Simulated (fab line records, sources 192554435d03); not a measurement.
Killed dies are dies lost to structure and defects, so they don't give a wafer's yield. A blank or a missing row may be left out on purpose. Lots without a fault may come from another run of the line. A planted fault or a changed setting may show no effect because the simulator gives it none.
Split-lot experiment | flow n5_finfet | 7 lots, 21 wafers read, on a route of 1938 steps

THE SPLIT
At N5_BEOL_M2_ILD_DEP_00 (deposits SiOC from DEMS/O2, target thk 79 nm, time 15.3 s), the setting time_s was moved away from the recipe's 15.3 s on 6 of the 21 wafers read, by -13.9% to +5.3%. The other wafers ran this setting at the recipe's value.

The file shows no step between the split and the reading.

THE READING
M2_ILD_THK, in nm, at N5_BEOL_M2_THK_MEAS_01. Fault-free wafers of this fab line usually give 78.9 nm, standard deviation 0.85 nm.

wafer  | tool, chamber at the split | time_s as run, s | against the recipe | M2_ILD_THK, nm | against lot-mates on the recipe
L076.2 | pecvd-02, 2                | 14.19            | -7.3%              | 72.6           | -6.1
L076.4 | pecvd-02, 2                | 15.3             | recipe             | 78.3           | -
L076.6 | pecvd-02, 0                | 15.3             | recipe             | 79.0           | -
L081.2 | pecvd-02, 1                | 15.3             | recipe             | 77.6           | -
L081.3 | pecvd-02, 0                | 13.18            | -13.9%             | 67.2           | -11.0
L081.5 | pecvd-02, 2                | 15.3             | recipe             | 78.7           | -
L083.2 | pecvd-03, 2                | 15.96            | +4.3%              | 81.3           | +2.0
L083.5 | pecvd-03, 1                | 15.3             | recipe             | 79.9           | -
L083.6 | pecvd-03, 0                | 15.3             | recipe             | 78.8           | -
L084.1 | pecvd-02, 2                | 15.3             | recipe             | 77.9           | -
L084.2 | pecvd-02, 1                | 15.3             | recipe             | 78.1           | -
L084.5 | pecvd-02, 2                | 15.3             | recipe             | 79.1           | -
L087.1 | pecvd-02, 2                | 15.3             | recipe             | 79.4           | -
L087.4 | pecvd-02, 2                | 16.11            | +5.3%              | 82.7           | +3.9
L087.6 | pecvd-02, 0                | 15.3             | recipe             | 78.3           | -
L097.2 | pecvd-01, 2                | 13.86            | -9.4%              | 70.4           | -8.8
L097.4 | pecvd-01, 0                | 13.86            | -9.4%              | 71.9           | -7.3
L097.6 | pecvd-01, 2                | 15.3             | recipe             | 79.2           | -
L096.1 | pecvd-02, 0                | 15.3             | recipe             | 78.6           | -
L096.5 | pecvd-02, 0                | 15.3             | recipe             | 79.1           | -
L096.6 | pecvd-02, 1                | 15.3             | recipe             | 79.9           | -

THE FIT
A straight line over all 21 wafers: M2_ILD_THK changes by +0.806 nm for each +1% of time_s; r = +0.98; the points scatter about the line by 0.68 nm.
The same after taking each lot's own level away (the mean of its wafers on the recipe; 21 wafers): +0.792 nm for each +1%; r = +0.99; scatter 0.63 nm.
On that fit, the largest move of time_s shifts the reading by 11 nm.
The lots' own levels span 78.15 to 79.35 nm, that is 1.4 times the standard deviation above.
So the lot-to-lot level changes the slope little: the two slopes agree.
Check: with one of the wafers moved furthest among these (-13.9%) left out of the fit, the line predicts -11.3 nm for it against its lot-mates. It came out at -11 nm against them.

THE WHOLE CHAIN: every reading that the file lists as answering this split, in the file's order
step                   | what it does                                              | reading                                                                            | change (the file's fit)               | r (the file's)
N5_BEOL_M2_ILD_DEP_00  | deposits SiOC from DEMS/O2, target thk 79 nm, time 15.3 s | SiOC_of_BEOL_M2_ILD_DEP_00.thk_nm (the simulator's own value, which no gauge read) | +0.787 nm for each +1% of the setting | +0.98
N5_BEOL_M2_THK_MEAS_01 |                                                           | M2_ILD_THK                                                                         | +0.788 for each +1% of the setting    | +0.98

THE FILE'S OWN FIT
M2_ILD_THK changes by +0.788 nm for each +1% of time_s, r = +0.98.
